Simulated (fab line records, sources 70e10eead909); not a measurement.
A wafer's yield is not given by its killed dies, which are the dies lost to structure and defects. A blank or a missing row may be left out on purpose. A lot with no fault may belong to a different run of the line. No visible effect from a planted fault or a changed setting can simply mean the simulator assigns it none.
Which tool was responsible? -- flow nand-harc -- 66 wafers from 22 lots sampled at 6 of the route's 1302 steps

## WHAT THE GAUGES READ, wafer by wafer
The record lacks any reading of a measuring or inspecting step that a usual standard deviation could be used to judge.

## WHAT TOOL EACH LOT RAN ON (gives the tool, then ch and the chambers of the sampled wafers, and finally the start)
lot,NHARC_A_STAIRCASE_TRIM_224,NHARC_A_STAIRCASE_ETCH_234,NHARC_A_STAIRCASE_ETCH_236,NHARC_A_STAIRCASE_DESCUM_291,NHARC_A_STAIRCASE_ETCH_292,NHARC_A_STAIRCASE_ETCH_452
L074,"rie-diel-08 ch 1,2,3, day 17 21:32 or earlier","rie-diel-04 ch 0,2,3, day 17 21:32 or earlier","rie-diel-04 ch 0,1,2, day 17 21:32 or earlier","rie-diel-04 ch 0,1,2, day 17 21:32","rie-diel-04 ch 1,2,3, day 17 21:38","rie-diel-04 ch 1,2,3, no start"
L075,"rie-diel-08 ch 0,2, day 17 23:01 or earlier","rie-diel-08 ch 0,2, day 17 23:01 or earlier","rie-diel-08 ch 1,2, day 17 23:01 or earlier","rie-diel-01 ch 1,3, day 17 23:01","rie-diel-01 ch 1,2,3, day 17 23:06","rie-diel-01 ch 0,1,2, no start"
L076,"rie-diel-01 ch 0,2, day 18 06:16 or earlier","rie-diel-01 ch 1,3, day 18 06:16 or earlier","rie-diel-01 ch 1,2, day 18 06:16 or earlier","rie-diel-04 ch 0,1,3, day 18 06:16","rie-diel-04 ch 1,3, day 18 06:29","rie-diel-04 ch 0,2, no start"
L077,"rie-diel-04 ch 2,3, day 18 08:12 or earlier","rie-diel-08 ch 0,2,3, day 18 08:12 or earlier","rie-diel-08 ch 0,1,3, day 18 08:12 or earlier","rie-diel-04 ch 0,1,2, day 18 08:12","rie-diel-04 ch 0,3, day 18 08:16","rie-diel-04 ch 0,3, no start"
L079,"rie-diel-04 ch 0,2,3, day 18 15:23 or earlier","rie-diel-04 ch 0,1,3, day 18 15:23 or earlier","rie-diel-04 ch 2,3, day 18 15:23 or earlier","rie-diel-01 ch 0,2,3, day 18 15:23","rie-diel-01 ch 2,3, day 18 15:28","rie-diel-01 ch 0,2,3, no start"
L080,"rie-diel-08 ch 2,3, day 19 11:47 or earlier","rie-diel-08 ch 0,2,3, day 19 11:47 or earlier","rie-diel-08 ch 2,3, day 19 11:47 or earlier","rie-diel-08 ch 0,2, day 19 11:47","rie-diel-08 ch 1,2, day 19 11:53","rie-diel-08 ch 1,2, no start"
L082,"rie-diel-01 ch 0,1,3, day 19 19:23 or earlier","rie-diel-01 ch 1,2, day 19 19:23 or earlier","rie-diel-01 ch 0,1, day 19 19:23 or earlier","rie-diel-01 ch 0,1, day 19 19:23","rie-diel-01 ch 0,2,3, day 19 19:29","rie-diel-01 ch 0,1, no start"
L081,"rie-diel-04 ch 1,2, day 19 22:19 or earlier","rie-diel-04 ch 0,1, day 19 22:19 or earlier","rie-diel-04 ch 0,1,3, day 19 22:19 or earlier","rie-diel-01 ch 1,3, day 19 22:19","rie-diel-01 ch 2,3, day 19 22:24","rie-diel-01 ch 1,3, no start"
L083,"rie-diel-08 ch 1,2, day 21 00:49 or earlier","rie-diel-04 ch 0,1, day 21 00:49 or earlier","rie-diel-04 ch 1,2, day 21 00:49 or earlier","rie-diel-08 ch 0,3, day 21 00:49","rie-diel-08 ch 0,2,3, day 21 00:56","rie-diel-08 ch 2,3, no start"
L084,"rie-diel-08 ch 0,1,3, day 21 02:34 or earlier","rie-diel-01 ch 0,1,3, day 21 02:34 or earlier","rie-diel-01 ch 0,1,3, day 21 02:34 or earlier","rie-diel-01 ch 1,2,3, day 21 02:34","rie-diel-01 ch 0,1,3, day 21 02:40","rie-diel-01 ch 0,1,3, no start"
L087,"rie-diel-08 ch 0,1,3, day 22 11:33 or earlier","rie-diel-04 ch 0,1,2, day 22 11:33 or earlier","rie-diel-04 ch 1,2,3, day 22 11:33 or earlier","rie-diel-04 ch 0,1,2, day 22 11:33","rie-diel-04 ch 0,1,2, day 22 11:38","rie-diel-04 ch 1,2,3, no start"
L086,"rie-diel-01 ch 0,1,2, day 22 12:25 or earlier","rie-diel-08 ch 0,1, day 22 12:25 or earlier","rie-diel-08 ch 0,3, day 22 12:25 or earlier","rie-diel-08 ch 0,1,2, day 22 12:25","rie-diel-08 ch 1,2,3, day 22 12:31","rie-diel-08 ch 0,2,3, no start"
L088,"rie-diel-04 ch 1,2, day 23 01:38 or earlier","rie-diel-04 ch 1,3, day 23 01:38 or earlier","rie-diel-04 ch 1,2,3, day 23 01:38 or earlier","rie-diel-04 ch 0,1,3, day 23 01:38","rie-diel-04 ch 2,3, day 23 01:42","rie-diel-04 ch 0,2, no start"
L089,"rie-diel-08 ch 1,2,3, day 23 03:36 or earlier","rie-diel-01 ch 0,1,3, day 23 03:36 or earlier","rie-diel-01 ch 0,1,2, day 23 03:36 or earlier","rie-diel-04 ch 0,1,3, day 23 03:36","rie-diel-04 ch 0,1,3, day 23 03:44","rie-diel-01 ch 1,2,3, day 23 06:10"
L090,"rie-diel-08 ch 0,1, day 23 18:38 or earlier","rie-diel-08 ch 1,2,3, day 23 18:38 or earlier","rie-diel-08 ch 0,1,2, day 23 18:38 or earlier","rie-diel-04 ch 0,1, day 23 18:38","rie-diel-04 ch 0,3, day 23 18:44","rie-diel-04 ch 0,1, no start"
L091,"rie-diel-01 ch 0,1, day 24 09:52 or earlier","rie-diel-08 ch 0,1, day 24 09:52 or earlier","rie-diel-08 ch 0,2, day 24 09:52 or earlier","rie-diel-04 ch 2,3, day 24 09:52","rie-diel-04 ch 0,1, day 24 09:56","rie-diel-04 ch 1,2,3, no start"
L092,"rie-diel-01 ch 1,2,3, day 24 21:14 or earlier","rie-diel-01 ch 0,1,3, day 24 21:14 or earlier","rie-diel-01 ch 0,1,2, day 24 21:14 or earlier","rie-diel-01 ch 1,2,3, day 24 21:14","rie-diel-01 ch 1,2,3, day 24 21:20","rie-diel-01 ch 0,3, no start"
L093,"rie-diel-04 ch 0,3, day 24 21:47 or earlier","rie-diel-04 ch 0,1, day 24 21:47 or earlier","rie-diel-04 ch 1,2,3, day 24 21:47 or earlier","rie-diel-01 ch 0,3, day 24 21:47","rie-diel-01 ch 0,2,3, day 24 21:55","rie-diel-01 ch 0,2,3, no start"
L094,"rie-diel-08 ch 0,1,2, day 25 00:05 or earlier","rie-diel-01 ch 0,3, day 25 00:05 or earlier","rie-diel-01 ch 0,2, day 25 00:05 or earlier","rie-diel-04 ch 1,3, day 25 00:05","rie-diel-04 ch 0,1,2, day 25 00:11","rie-diel-04 ch 1,2, no start"
L095,"rie-diel-04 ch 1,2,3, day 25 23:26 or earlier","rie-diel-04 ch 0,1,2, day 25 23:26 or earlier","rie-diel-04 ch 0,2,3, day 25 23:26 or earlier","rie-diel-04 ch 0,2,3, day 25 23:26","rie-diel-04 ch 0,2,3, day 25 23:32","rie-diel-04 ch 0,2,3, no start"
L097,"rie-diel-01 ch 0,1, day 26 10:23 or earlier","rie-diel-01 ch 0, day 26 10:23 or earlier","rie-diel-01 ch 0, day 26 10:23 or earlier","rie-diel-08 ch 0,1,3, day 26 10:23","rie-diel-08 ch 0,1,2, day 26 10:28","rie-diel-08 ch 0,3, no start"
L096,"rie-diel-04 ch 0,2,3, day 26 11:11 or earlier","rie-diel-04 ch 0,2,3, day 26 11:11 or earlier","rie-diel-04 ch 0,2,3, day 26 11:11 or earlier","rie-diel-04 ch 0,2, day 26 11:11","rie-diel-04 ch 0,1, day 26 11:16","rie-diel-04 ch 0,1,2, no start"
- NHARC_A_STAIRCASE_TRIM_224: chemistry O2, time 211.2 s.
- NHARC_A_STAIRCASE_ETCH_234: etches the open film in C4F8/O2, target depth 100 nm, time 40.5 s.
- NHARC_A_STAIRCASE_ETCH_236: etches the open film in C4F8/O2, target depth 100 nm, time 40.5 s.
- NHARC_A_STAIRCASE_DESCUM_291: chemistry O2, time 3 s.
- NHARC_A_STAIRCASE_ETCH_292: etches the open film in CF4/CHF3.
- NHARC_A_STAIRCASE_ETCH_452: etches the open film in CF4/O2, target depth 30 nm, overetch 3 nm, time 16.5 s.

## AS READ BY THE TOOLS THEMSELVES (means over the sampled wafers that have a number; for cases with no such wafer, the mark the record gives instead)
NHARC_A_STAIRCASE_TRIM_224. Usual: drypump-motor-current-A 5.6 A, standard deviation 0.44; oes-product-au 1.004 a.u., standard deviation 0.011; rf-vpp-V 57.6 V, standard deviation 0.86; showerhead-plenum-p-Torr 3.44 Torr, standard deviation 0.11; throttle-valve-pct 17.036 %, standard deviation 0.0094.
lot,tool,drypump-motor-current-A (A),oes-product-au (a.u.),rf-vpp-V (V),showerhead-plenum-p-Torr (Torr),throttle-valve-pct (%),flag
L074,rie-diel-08,5.9,0.996,58.4,3.50,17.037,
L075,rie-diel-08,5.7,0.997,57.5,3.42,17.042,
L076,rie-diel-01,5.0,1.013,57.3,3.35,17.041,
L077,rie-diel-04,5.7,1.004,58.1,3.54,17.025,
L079,rie-diel-04,5.6,0.993,57.7,3.58,17.032,
L080,rie-diel-08,5.9,0.991,57.5,3.46,17.031,
L082,rie-diel-01,5.8,1.017,57.4,3.39,17.039,
L081,rie-diel-04,6.0,0.989,58.1,3.42,17.029,
L083,rie-diel-08,5.8,1.002,58.3,3.51,17.035,
L084,rie-diel-08,5.6,0.998,57.0,3.43,17.030,
L087,rie-diel-08,5.7,1.001,56.8,3.43,17.031,
L086,rie-diel-01,5.5,1.008,57.7,3.35,17.037,
L088,rie-diel-04,5.9,0.998,56.9,3.41,17.025,
L089,rie-diel-08,5.8,1.002,57.9,3.47,17.030,
L090,rie-diel-08,5.5,1.000,57.2,3.38,17.029,
L091,rie-diel-01,5.4,1.007,57.1,3.36,17.039,
L092,rie-diel-01,5.9,1.005,56.5,3.35,17.033,
L093,rie-diel-04,5.3,1.010,57.8,3.66,17.033,
L094,rie-diel-08,5.7,1.009,57.7,3.41,17.036,
L095,rie-diel-04,5.7,1.013,58.0,3.45,17.035,
L097,rie-diel-01,5.5,1.019,56.9,3.35,17.041,
L096,rie-diel-04,5.6,1.003,58.2,3.54,17.043,

NHARC_A_STAIRCASE_ETCH_234. Usual: oes-product-au 0.946 a.u., standard deviation 0.013; rf-vpp-V 894 V, standard deviation 4.8.
lot,tool,oes-product-au (a.u.),rf-vpp-V (V),flag
L074,rie-diel-04,0.943,899,
L075,rie-diel-08,0.943,892,
L076,rie-diel-01,0.944,891,
L077,rie-diel-08,0.926,891,
L079,rie-diel-04,0.954,898,
L080,rie-diel-08,0.937,891,
L082,rie-diel-01,0.946,889,
L081,rie-diel-04,0.947,896,
L083,rie-diel-04,0.968,900,
L084,rie-diel-01,0.949,891,
L087,rie-diel-04,0.940,894,
L086,rie-diel-08,0.946,890,
L088,rie-diel-04,0.960,895,
L089,rie-diel-01,0.955,891,
L090,rie-diel-08,0.925,894,
L091,rie-diel-08,0.950,894,
L092,rie-diel-01,0.936,890,
L093,rie-diel-04,0.953,898,
L094,rie-diel-01,0.954,890,
L095,rie-diel-04,0.946,896,
L097,rie-diel-01,0.945,889,
L096,rie-diel-04,0.930,897,

NHARC_A_STAIRCASE_ETCH_236. Usual: oes-product-au 0.945 a.u., standard deviation 0.011; rf-vpp-V 893 V, standard deviation 4.5.
lot,tool,oes-product-au (a.u.),rf-vpp-V (V),flag
L074,rie-diel-04,0.945,896,
L075,rie-diel-08,0.938,895,
L076,rie-diel-01,0.949,891,
L077,rie-diel-08,0.948,894,
L079,rie-diel-04,0.932,894,
L080,rie-diel-08,0.938,893,
L082,rie-diel-01,0.954,891,
L081,rie-diel-04,0.946,899,
L083,rie-diel-04,0.944,893,
L084,rie-diel-01,0.959,891,
L087,rie-diel-04,0.939,894,
L086,rie-diel-08,0.946,888,
L088,rie-diel-04,0.942,894,
L089,rie-diel-01,0.948,889,
L090,rie-diel-08,0.938,891,
L091,rie-diel-08,0.944,891,
L092,rie-diel-01,0.946,889,
L093,rie-diel-04,0.959,894,
L094,rie-diel-01,0.950,888,
L095,rie-diel-04,0.939,897,
L097,rie-diel-01,0.932,889,
L096,rie-diel-04,0.944,897,

NHARC_A_STAIRCASE_DESCUM_291. Usual: drypump-motor-current-A 5.6 A, standard deviation 0.42; oes-product-au 1.004 a.u., standard deviation 0.011; rf-vpp-V 57.6 V, standard deviation 0.86; showerhead-plenum-p-Torr 1.88 Torr, standard deviation 0.077; throttle-valve-pct 11.311 %, standard deviation 0.0085.
lot,tool,drypump-motor-current-A (A),oes-product-au (a.u.),rf-vpp-V (V),showerhead-plenum-p-Torr (Torr),throttle-valve-pct (%),flag
L074,rie-diel-04,5.6,1.002,57.4,1.92,11.317,
L075,rie-diel-01,6.2,0.994,56.6,1.84,11.310,
L076,rie-diel-04,5.3,1.011,58.7,1.95,11.312,
L077,rie-diel-04,5.6,1.000,57.6,1.91,11.312,
L079,rie-diel-01,5.4,1.001,56.3,1.82,11.309,
L080,rie-diel-08,5.5,1.000,58.0,1.82,11.312,
L082,rie-diel-01,5.4,1.009,58.0,1.83,11.312,
L081,rie-diel-01,6.1,0.997,57.3,1.84,11.306,
L083,rie-diel-08,5.6,1.009,56.7,1.84,11.312,
L084,rie-diel-01,5.9,1.012,56.7,1.81,11.320,
L087,rie-diel-04,5.6,1.012,58.1,1.90,11.310,
L086,rie-diel-08,5.7,0.998,58.2,1.85,11.312,
L088,rie-diel-04,5.3,1.015,58.0,1.94,11.312,
L089,rie-diel-04,5.4,1.014,58.4,1.94,11.309,
L090,rie-diel-04,5.2,1.018,57.7,1.96,11.313,
L091,rie-diel-04,5.6,1.002,57.9,1.90,11.306,
L092,rie-diel-01,5.8,1.006,57.5,1.91,11.309,
L093,rie-diel-01,5.2,1.005,57.2,1.82,11.307,
L094,rie-diel-04,5.5,1.021,58.0,1.88,11.304,
L095,rie-diel-04,5.6,1.007,57.9,1.92,11.315,
L097,rie-diel-08,5.7,0.990,57.9,1.84,11.313,
L096,rie-diel-04,5.8,1.003,57.0,1.88,11.324,

NHARC_A_STAIRCASE_ETCH_292. Usual: chf3-flow-sccm 29.99 sccm, standard deviation 0.087; drypump-motor-current-A 5.6 A, standard deviation 0.42; oes-product-au 0.943 a.u., standard deviation 0.021; rf-vpp-V 369.8 V, standard deviation 2.2; showerhead-plenum-p-Torr 1.55 Torr, standard deviation 0.061; throttle-valve-pct 16.804 %, standard deviation 0.0086.
lot,tool,chf3-flow-sccm (sccm),drypump-motor-current-A (A),oes-product-au (a.u.),rf-vpp-V (V),showerhead-plenum-p-Torr (Torr),throttle-valve-pct (%),flag
L074,rie-diel-04,30.07,5.7,0.929,369.0,1.55,16.806,
L075,rie-diel-01,30.08,5.9,0.970,369.2,1.50,16.806,
L076,rie-diel-04,29.94,5.5,0.927,369.2,1.56,16.801,
L077,rie-diel-04,29.89,5.2,0.935,372.6,1.64,16.813,
L079,rie-diel-01,29.92,5.7,0.924,367.6,1.50,16.804,
L080,rie-diel-08,30.00,5.8,0.962,369.6,1.57,16.805,
L082,rie-diel-01,30.00,5.3,0.929,367.4,1.50,16.802,
L081,rie-diel-01,29.94,5.4,0.930,367.8,1.49,16.802,
L083,rie-diel-08,30.04,5.6,0.921,368.5,1.52,16.810,
L084,rie-diel-01,30.03,5.7,0.970,369.0,1.51,16.810,
L087,rie-diel-04,29.98,5.6,0.939,369.4,1.57,16.809,
L086,rie-diel-08,30.06,5.8,0.956,369.7,1.55,16.798,
L088,rie-diel-04,30.04,5.7,0.930,370.7,1.56,16.805,
L089,rie-diel-04,29.88,5.4,0.933,371.7,1.59,16.806,
L090,rie-diel-04,29.93,5.2,0.970,372.1,1.63,16.802,
L091,rie-diel-04,29.98,5.2,0.931,372.4,1.61,16.804,
L092,rie-diel-01,29.97,5.8,0.972,370.5,1.57,16.808,
L093,rie-diel-01,29.98,5.4,0.929,370.9,1.57,16.803,
L094,rie-diel-04,30.05,5.5,0.938,369.7,1.56,16.804,
L095,rie-diel-04,29.95,5.5,0.931,370.6,1.58,16.805,
L097,rie-diel-08,30.03,5.7,0.925,368.4,1.52,16.801,
L096,rie-diel-04,29.95,5.3,0.973,371.9,1.61,16.808,

NHARC_A_STAIRCASE_ETCH_452. Usual: drypump-motor-current-A 5.6 A, standard deviation 0.43; oes-product-au 1.005 a.u., standard deviation 0.01; rf-vpp-V 197.2 V, standard deviation 1.4; showerhead-plenum-p-Torr 1.31 Torr, standard deviation 0.053; throttle-valve-pct 13.397 %, standard deviation 0.0091.
lot,tool,drypump-motor-current-A (A),oes-product-au (a.u.),rf-vpp-V (V),showerhead-plenum-p-Torr (Torr),throttle-valve-pct (%),flag
L074,rie-diel-04,5.7,0.995,197.2,1.32,13.401,
L075,rie-diel-01,5.5,1.010,196.5,1.27,13.397,
L076,rie-diel-04,5.4,0.998,198.5,1.37,13.405,
L077,rie-diel-04,5.3,1.002,198.0,1.38,13.397,
L079,rie-diel-01,5.3,1.010,196.9,1.27,13.409,
L080,rie-diel-08,5.8,0.991,198.0,1.33,13.397,
L082,rie-diel-01,5.4,1.008,196.1,1.27,13.404,
L081,rie-diel-01,6.2,1.009,196.2,1.28,13.400,
L083,rie-diel-08,5.9,1.003,196.6,1.30,13.399,
L084,rie-diel-01,5.7,1.009,195.4,1.28,13.398,
L087,rie-diel-04,5.7,1.008,196.7,1.31,13.393,
L086,rie-diel-08,5.6,1.000,197.3,1.28,13.394,
L088,rie-diel-04,5.8,1.006,197.1,1.32,13.395,
L089,rie-diel-01,5.9,1.008,195.7,1.27,13.403,
L090,rie-diel-04,5.4,1.013,197.8,1.33,13.387,
L091,rie-diel-04,5.7,1.015,196.9,1.31,13.401,
L092,rie-diel-01,5.6,1.013,196.4,1.27,13.393,
L093,rie-diel-01,5.4,1.008,197.4,1.33,13.394,
L094,rie-diel-04,5.9,1.013,197.4,1.28,13.391,
L095,rie-diel-04,5.5,1.013,198.6,1.34,13.399,
L097,rie-diel-08,5.5,0.994,196.7,1.26,13.388,
L096,rie-diel-04,5.6,1.000,197.9,1.32,13.392,

## THE ANSWER, worked out from the rows above alone
Rule: lot off if the mean of its wafers having a number is beyond 3 standard deviations from the usual mean. Also off: a lot with no number at a reading for which 4 or more lots have one. The other lots that the step has rows for count as sound. Order of review: gauges by route order, followed by the tools' own readings, for which a lot's mean as printed above is used. The first step at which some lot is off is used, and at that step the reading that is off furthest; a lot without a number counts as furthest.
Across all readings shown, no lot is off: no conclusion can be drawn from this.

## WHAT THE SIMULATOR HAD INSERTED
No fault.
